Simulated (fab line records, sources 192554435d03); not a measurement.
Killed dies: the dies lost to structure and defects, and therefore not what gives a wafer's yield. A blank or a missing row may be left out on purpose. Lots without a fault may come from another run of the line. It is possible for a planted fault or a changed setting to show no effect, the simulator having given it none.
Matching of chambers | flow n5 finfet | N5_BEOL_M0_ETCH_138 on rie diel-05: 4 sister chambers
The step etches SiCN in CH3F/O2, target depth 12 nm, time 31.6 s. 4 wafers are shown with their chamber, then 7 later ones without.

## WAFERS PAIRED WITH THEIR CHAMBERS
wafer  | chamber | showerhead plenum p Torr (Torr)
L081.6 | 3       | 2.05
L083.6 | 0       | 2.03
L089.4 | 1       | 1.93
L089.5 | 2       | 1.94

## WAFERS WITHOUT THEIR CHAMBER
wafer  | showerhead plenum p Torr (Torr)
L089.6 | 2.03
L093.1 | 1.93
L093.4 | 1.93
L093.6 | 1.93
L096.3 | 2.02
L096.4 | 2.04
L096.6 | 1.93

## THE CHAMBER EACH PASSED THROUGH
wafer  | from the rows above     | in truth
L089.6 | 0                       | 0
L093.1 | can't be placed: 1 or 2 | 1
L093.4 | can't be placed: 1 or 2 | 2
L093.6 | can't be placed: 1 or 2 | 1
L096.3 | 0                       | 0
L096.4 | can't be placed: 3 or 0 | 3
L096.6 | can't be placed: 1 or 2 | 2
2 of 7 placed correctly. Not placeable from these rows: 5 (in 5, the candidates include the true chamber). Number placed wrongly: 0.
How it was worked out, from the rows above alone: a wafer's distance from a chamber is the root of the sum, over the readings, of the square of ((its reading less the chamber's mean) divided by the reading's scatter). If the next closest chamber is less than 2 further off than the closest, the wafer can't be placed; otherwise it belongs to the closest. The mean given for a chamber averages the wafers shown for that chamber. The scatter (one wafer shown for each chamber): square how far every hidden wafer sits from the nearest shown wafer, average those squares and take the square root.
